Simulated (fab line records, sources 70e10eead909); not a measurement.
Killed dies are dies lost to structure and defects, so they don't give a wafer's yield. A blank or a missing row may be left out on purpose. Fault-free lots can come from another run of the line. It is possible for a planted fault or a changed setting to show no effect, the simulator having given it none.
The tool behind it: which one? | flow nandHarc | 12 lots, 36 wafers sampled, at 6 steps of a route of 1159

WHAT THE GAUGES READ, wafer by wafer
NHARC_P_M1_CD_MEAS_09: the cd target is 130 nm. Usual: cdNm reads 129.6 nm (standard deviation 0.97).
lot  | measured     | on       | cdNm (nm)         | flag
L208 | day 6 05:29  | cdSem-03 | 131.0 131.1 130.0 | 
L210 | day 6 17:21  | cdSem-03 | 130.5 130.4 130.7 | 
L211 | day 7 00:27  | cdSem-03 | 131.1 130.1 131.3 | 
L213 | day 7 13:05  | cdSem-01 | 127.2 129.3 129.2 | 
L214 | day 8 04:00  | cdSem-01 | 129.1 129.0 129.7 | 
L217 | day 8 10:22  | cdSem-03 | 128.3 136.6 129.9 | 
L218 | day 9 10:10  | cdSem-01 | 130.4 129.1 136.2 | 
L225 | day 10 14:44 | cdSem-03 | 130.1 129.7 128.7 | 
L227 | day 10 15:26 | cdSem-01 | 129.1 130.2 129.4 | 
L226 | day 10 16:40 | cdSem-03 | 129.2 130.0 128.7 | 
L229 | day 11 05:29 | cdSem-02 | 131.0 130.2 130.5 | 
L230 | day 11 22:20 | cdSem-03 | 130.7 130.5 131.1 | 

NHARC_P_M1_OVL_MEAS_10: pitch 260 nm. Usual: overlayXNm 0.2 nm, standard deviation 0.67; overlayYNm 0.2 nm, standard deviation 0.84.
lot  | measured     | on         | overlayXNm (nm) | overlayYNm (nm) | flag
L208 | day 6 05:35  | overlay-01 | 0.8 0.8 0.4     | 0.0 0.5 0.4     | 
L210 | day 6 17:26  | overlay-02 | 1.2 1.3 1.4     | 0.0 0.6 0.2     | 
L211 | day 7 00:33  | overlay-02 | -0.8 -0.7 -1.1  | -0.6 -1.0 -0.8  | 
L213 | day 7 13:11  | overlay-02 | 0.8 0.4 0.6     | -0.1 0.1 0.4    | 
L214 | day 8 04:05  | overlay-01 | -0.7 -0.8 -0.7  | 1.6 0.4 0.6     | 
L217 | day 8 10:28  | overlay-01 | 0.6 0.1 -0.2    | 0.7 1.4 1.2     | 
L218 | day 9 10:16  | overlay-02 | 0.1 0.4 0.3     | -0.3 -0.5 -0.4  | 
L225 | day 10 14:49 | overlay-02 | 0.5 0.3 0.1     | 0.1 0.3 -0.1    | 
L227 | day 10 15:31 | overlay-01 | 1.4 1.0 1.4     | -1.2 -1.2 -0.6  | 
L226 | day 10 16:45 | overlay-01 | -0.8 -1.4 -1.0  | 0.2 0.2 0.1     | 
L229 | day 11 05:34 | overlay-02 | 0.9 0.1 0.8     | -1.3 -1.3 -1.7  | 
L230 | day 11 22:25 | overlay-01 | 0.7 0.1 0.6     | 0.9 0.7 0.2     | 

NHARC_END_SORT_01. Usual: defectLimitedYield 95.5 %, standard deviation 1.5; killedAtArray 27, standard deviation 10; killedAtOther 0.6, standard deviation 0.96; killedAtPeriphery 3.4, standard deviation 2.7; killedDies 31, standard deviation 10; killedOpen 2.9, standard deviation 1.8; killedShort 1.8, standard deviation 1.4; sort_bin_2_pct 1.4 %, standard deviation 0.66; sort_bin_3_pct 0.25 %, standard deviation 0.23; sort_bin_4_pct 2.8 %, standard deviation 0.94; sortNPass 646, standard deviation 10; sortRimYieldPct 96.2 %, standard deviation 2.6; sortYieldPct 95.5 %, standard deviation 1.5.
lot  | measured     | on        | defectLimitedYield (%) | killedAtArray | killedAtOther | killedAtPeriphery | killedDies | killedOpen | killedShort | sort_bin_2_pct (%) | sort_bin_3_pct (%) | sort_bin_4_pct (%) | sortNPass   | sortRimYieldPct (%) | sortYieldPct (%) | flag
L208 | day 20 02:46 | prober-02 | 96.5 94.7 96.0         | 22 30 22      | 2 1 1         | 0 5 4             | 24 36 27   | 2 3 2      | 4 0 2       | 1.5 1.5 1.3        | 0.15 0.44 0.15     | 1.9 3.4 2.5        | 653 641 650 | 99.1 99.1 93.4      | 96.5 94.7 96.0   | 
L210 | day 19 18:20 | prober-01 | 94.8 95.7 95.0         | 31 25 33      | 0 1 0         | 4 3 1             | 35 29 34   | 1 1 4      | 3 2 4       | 1.5 0.7 1.3        | 0.30 0 0.15        | 3.4 3.5 3.5        | 642 648 643 | 96.2 95.3 98.1      | 94.8 95.7 95.0   | 
L211 | day 20 09:41 | prober-02 | 97.3 96.6 95.7         | 15 21 25      | 2 0 3         | 1 2 1             | 18 23 29   | 1 4 3      | 0 1 2       | 1.2 1.5 1.5        | 0 0 0              | 1.5 1.9 2.8        | 659 654 648 | 94.3 96.2 97.2      | 97.3 96.6 95.7   | 
L213 | day 20 16:58 | prober-01 | 95.0 94.8 92.5         | 32 34 47      | 0 0 0         | 2 1 4             | 34 35 51   | 2 1 3      | 3 0 1       | 1.3 1.8 3.0        | 0.59 0.15 0.74     | 3.1 3.2 3.8        | 643 642 626 | 96.2 92.5 93.4      | 95.0 94.8 92.5   | 
L214 | day 21 21:16 | prober-01 | 94.5 93.8 93.5         | 35 35 35      | 0 0 0         | 2 7 9             | 37 42 44   | 1 5 7      | 1 2 0       | 0.9 2.2 1.9        | 0 0.30 0.59        | 4.6 3.7 4.0        | 640 635 633 | 93.4 94.3 97.2      | 94.5 93.8 93.5   | 
L217 | day 21 12:47 | prober-02 | 97.2 97.0 97.5         | 15 18 15      | 2 0 2         | 2 2 0             | 19 20 17   | 2 1 1      | 3 2 0       | 0.9 1.0 0.7        | 0 0 0.15           | 1.9 1.9 1.6        | 658 657 660 | 97.2 98.1 100.0     | 97.2 97.0 97.5   | 
L218 | day 22 13:23 | prober-02 | 93.5 95.9 94.4         | 43 26 38      | 0 0 0         | 1 2 0             | 44 28 38   | 0 3 3      | 6 1 1       | 2.2 1.3 1.8        | 0.59 0.15 1.03     | 3.7 2.7 2.8        | 633 649 639 | 98.1 96.2 100.0     | 93.5 95.9 94.4   | 
L225 | day 24 14:00 | prober-01 | 95.4 95.9 95.7         | 30 27 29      | 0 0 0         | 1 1 0             | 31 28 29   | 4 1 1      | 2 4 1       | 1.0 1.3 1.8        | 0.30 0 0           | 3.2 2.8 2.5        | 646 649 648 | 97.2 93.4 95.3      | 95.4 95.9 95.7   | 
L227 | day 24 11:37 | prober-02 | 94.2 95.1 95.3         | 35 28 31      | 1 0 0         | 3 5 1             | 39 33 32   | 1 4 2      | 2 1 1       | 2.5 1.5 1.9        | 0 0.59 0.15        | 3.2 2.8 2.7        | 638 644 645 | 96.2 95.3 96.2      | 94.2 95.1 95.3   | 
L226 | day 24 20:59 | prober-02 | 94.2 95.9 94.1         | 35 28 37      | 0 0 1         | 4 0 2             | 39 28 40   | 4 1 1      | 2 0 4       | 2.1 0.9 1.6        | 0.15 0.30 0.59     | 3.5 3.0 3.7        | 638 649 637 | 97.2 91.5 99.1      | 94.2 95.9 94.1   | 
L229 | day 25 03:55 | prober-02 | 94.7 94.5 94.1         | 30 30 35      | 0 1 1         | 6 6 4             | 36 37 40   | 3 5 3      | 2 1 0       | 2.2 1.5 1.9        | 0.15 0.15 0.30     | 3.0 3.8 3.7        | 641 640 637 | 90.6 94.3 98.1      | 94.7 94.5 94.1   | 
L230 | day 25 17:16 | prober-02 | 93.4 95.0 94.2         | 36 20 29      | 1 4 2         | 8 10 8            | 45 34 39   | 3 3 3      | 3 1 2       | 3.0 1.5 0.9        | 0.59 0.15 0.44     | 3.1 3.4 4.4        | 632 643 638 | 93.4 98.1 97.2      | 93.4 95.0 94.2   | 

TOOL THAT RAN EACH LOT (tool first, then ch and the chambers of the sampled wafers, then the start)
lot  | NHARC_P_M0_STRIP_18               | NHARC_P_M0_ANNEAL_30            | NHARC_P_M1_PEB_07
L208 | rieDiel-07 ch 0,1,2, day 6 02:01  | rtpAnneal-01 ch 0, day 6 03:22  | lithoTrack-06 ch 0, day 6 05:25
L210 | rieDiel-07 ch 0,1,3, day 6 13:52  | rtpAnneal-02 ch 0, day 6 15:12  | lithoTrack-06 ch 0, day 6 17:16
L211 | rieDiel-04 ch 1,2,3, day 6 20:57  | rtpAnneal-02 ch 0, day 6 22:15  | lithoTrack-06 ch 0, day 7 00:22
L213 | rieDiel-11 ch 0,1,2, day 7 09:37  | rtpAnneal-02 ch 0, day 7 10:54  | lithoTrack-01 ch 0, day 7 13:01
L214 | rieDiel-04 ch 2,3, day 8 00:20    | rtpAnneal-01 ch 0, day 8 01:38  | lithoTrack-01 ch 0, day 8 03:55
L217 | rieDiel-04 ch 0,1, day 8 06:55    | rtpAnneal-01 ch 0, day 8 08:10  | lithoTrack-01 ch 0, day 8 10:18
L218 | rieDiel-04 ch 0,2,3, day 9 06:35  | rtpAnneal-01 ch 0, day 9 07:51  | lithoTrack-01 ch 0, day 9 10:05
L225 | rieDiel-11 ch 0,2,3, day 10 11:16 | rtpAnneal-01 ch 0, day 10 12:40 | lithoTrack-04 ch 0, day 10 14:39
L227 | rieDiel-04 ch 0,1,2, day 10 11:53 | rtpAnneal-01 ch 0, day 10 13:13 | lithoTrack-06 ch 0, day 10 15:21
L226 | rieDiel-11 ch 2,3, day 10 13:10   | rtpAnneal-02 ch 0, day 10 14:33 | lithoTrack-04 ch 0, day 10 16:35
L229 | rieDiel-04 ch 0,1,3, day 11 02:00 | rtpAnneal-01 ch 0, day 11 03:20 | lithoTrack-06 ch 0, day 11 05:25
L230 | rieDiel-07 ch 0,2,3, day 11 18:50 | rtpAnneal-02 ch 0, day 11 20:09 | lithoTrack-06 ch 0, day 11 22:14
- NHARC_P_M0_STRIP_18: strips in N2/H2.
- NHARC_P_M0_ANNEAL_30: time 90 s.
- NHARC_P_M1_PEB_07: peb time 65 s.

WHAT THE TOOLS THEMSELVES READ (means of the sampled wafers that have a number; where no wafer has one, the mark that the record gives instead)
NHARC_P_M0_STRIP_18. Usual: drypumpMotorCurrentA 5.8 A, standard deviation 0.36; oesProductAu 0.999 a.u., standard deviation 0.012; rfVppV 90.5 V, standard deviation 0.98; showerheadPlenumPTorr 2.02 Torr, standard deviation 0.081; throttleValvePct 14.172 %, standard deviation 0.0096.
lot  | tool       | drypumpMotorCurrentA (A) | oesProductAu (a.u.) | rfVppV (V) | showerheadPlenumPTorr (Torr) | throttleValvePct (%) | flag
L208 | rieDiel-07 | 5.7                      | 0.996               | 90.9       | 2.04                         | 14.164               | 
L210 | rieDiel-07 | 5.7                      | 1.009               | 90.8       | 2.02                         | 14.179               | 
L211 | rieDiel-04 | 5.8                      | 0.996               | 90.0       | 2.02                         | 14.166               | 
L213 | rieDiel-11 | 5.5                      | 0.992               | 90.7       | 2.02                         | 14.179               | 
L214 | rieDiel-04 | 5.7                      | 0.991               | 91.6       | 2.11                         | 14.177               | 
L217 | rieDiel-04 | 5.9                      | 0.996               | 89.7       | 1.98                         | 14.180               | 
L218 | rieDiel-04 | 5.8                      | 1.005               | 90.4       | 2.04                         | 14.174               | 
L225 | rieDiel-11 | 5.7                      | 0.985               | 91.0       | 2.02                         | 14.181               | 
L227 | rieDiel-04 | 5.8                      | 0.998               | 91.1       | 2.05                         | 14.176               | 
L226 | rieDiel-11 | 5.9                      | 0.994               | 89.8       | 1.99                         | 14.171               | 
L229 | rieDiel-04 | 5.8                      | 0.999               | 91.2       | 1.95                         | 14.177               | 
L230 | rieDiel-07 | 6.0                      | 1.016               | 89.6       | 2.06                         | 14.177               | 

NHARC_P_M0_ANNEAL_30. Usual: wafer_temp_C_max reads 225.98 (standard deviation 0.3).
lot  | tool         | wafer_temp_C_max | flag
L208 | rtpAnneal-01 | 226.26           | 
L210 | rtpAnneal-02 | 225.94           | 
L211 | rtpAnneal-02 | 225.73           | 
L213 | rtpAnneal-02 | 225.74           | 
L214 | rtpAnneal-01 | 226.01           | 
L217 | rtpAnneal-01 | 226.03           | 
L218 | rtpAnneal-01 | 226.23           | 
L225 | rtpAnneal-01 | 226.32           | 
L227 | rtpAnneal-01 | 226.15           | 
L226 | rtpAnneal-02 | 225.47           | 
L229 | rtpAnneal-01 | 225.96           | 
L230 | rtpAnneal-02 | 225.79           | 

NHARC_P_M1_PEB_07. Usual: exhaustPa reads 45.1 Pa (standard deviation 0.97).
lot  | tool          | exhaustPa (Pa) | flag
L208 | lithoTrack-06 | 44.6           | 
L210 | lithoTrack-06 | 45.7           | 
L211 | lithoTrack-06 | 44.2           | 
L213 | lithoTrack-01 | 44.3           | 
L214 | lithoTrack-01 | 45.1           | 
L217 | lithoTrack-01 | 45.7           | 
L218 | lithoTrack-01 | 46.1           | 
L225 | lithoTrack-04 | 44.2           | 
L227 | lithoTrack-06 | 45.6           | 
L226 | lithoTrack-04 | 44.5           | 
L229 | lithoTrack-06 | 45.0           | 
L230 | lithoTrack-06 | 45.9           | 

THE ANSWER, worked out from the rows above alone
Rule: take the mean of a lot's wafers that have a number; if it is more than 3 standard deviations from the usual mean, the lot is off. A lot without any number at a reading at which 4 lots or more have one is off too. All remaining lots with rows at the step are treated as sound. The gauges are gone through in route order, then the tools' own readings, and for those a lot's mean is taken as printed above. At the first step where some lot is off, the reading lying furthest off is the one used; lots without a number count as furthest.
Nothing can be told from this: no lot is off at any reading shown.

WHAT THE SIMULATOR PUT IN
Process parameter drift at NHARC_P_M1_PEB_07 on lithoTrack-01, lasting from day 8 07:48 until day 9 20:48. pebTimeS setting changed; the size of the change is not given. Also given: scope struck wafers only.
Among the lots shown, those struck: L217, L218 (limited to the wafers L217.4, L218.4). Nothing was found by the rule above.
